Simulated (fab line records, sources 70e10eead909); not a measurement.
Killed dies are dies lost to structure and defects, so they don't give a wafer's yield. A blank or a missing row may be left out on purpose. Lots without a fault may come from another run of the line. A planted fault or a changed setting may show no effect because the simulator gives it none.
Chamber matching | flow nand_harc | NHARC_P_BONDPAD_CMP_32 on cmp-03: 4 sister chambers
The step polishes SiCN, target thk 200 nm. 8 wafers are shown with their chamber, then 7 later ones without.

WAFERS WITH THEIR CHAMBER
wafer  | chamber | motor_current_A (A) | retaining_ring_pressure_frac
L078.3 | 0       | 12.5                | 1.012
L079.3 | 1       | 9.6                 | 1.000
L079.5 | 2       | 13.1                | 0.999
L079.6 | 1       | 9.9                 | 1.002
L082.3 | 2       | 13.0                | 0.994
L082.5 | 3       | 11.6                | 1.004
L086.1 | 0       | 12.3                | 1.004
L086.4 | 3       | 11.2                | 0.995

WAFERS WITHOUT THEIR CHAMBER
wafer  | motor_current_A (A) | retaining_ring_pressure_frac
L086.6 | 13.0                | 1.000
L088.2 | 9.6                 | 1.003
L088.3 | 13.0                | 1.000
L088.5 | 12.8                | 0.996
L095.2 | 12.5                | 1.005
L095.5 | 11.9                | 1.002
L095.6 | 12.6                | 1.006

WHICH CHAMBER EACH WENT THROUGH
wafer  | from the rows above     | in truth
L086.6 | 2                       | 2
L088.2 | 1                       | 1
L088.3 | 2                       | 2
L088.5 | 2                       | 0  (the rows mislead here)
L095.2 | 0                       | 0
L095.5 | can't be placed: 3 or 0 | 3
L095.6 | can't be placed: 0 or 2 | 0
Placed correctly: 4 of 7. Can't be placed from these rows: 2 (the true chamber is among the candidates in 2). Placed wrongly: 1.
How it was worked out, from the rows above alone: a wafer's distance from a chamber is the root of the sum, over the readings, of the square of ((its reading less the chamber's mean) divided by the reading's scatter). The wafer belongs to the nearest chamber; if the next one is less than 2 further off, it can't be placed. A chamber's mean is the mean of its shown wafers. The scatter: the root of (the sum of the squares of (reading less its chamber's mean) over the shown wafers, divided by (wafers less chambers)).
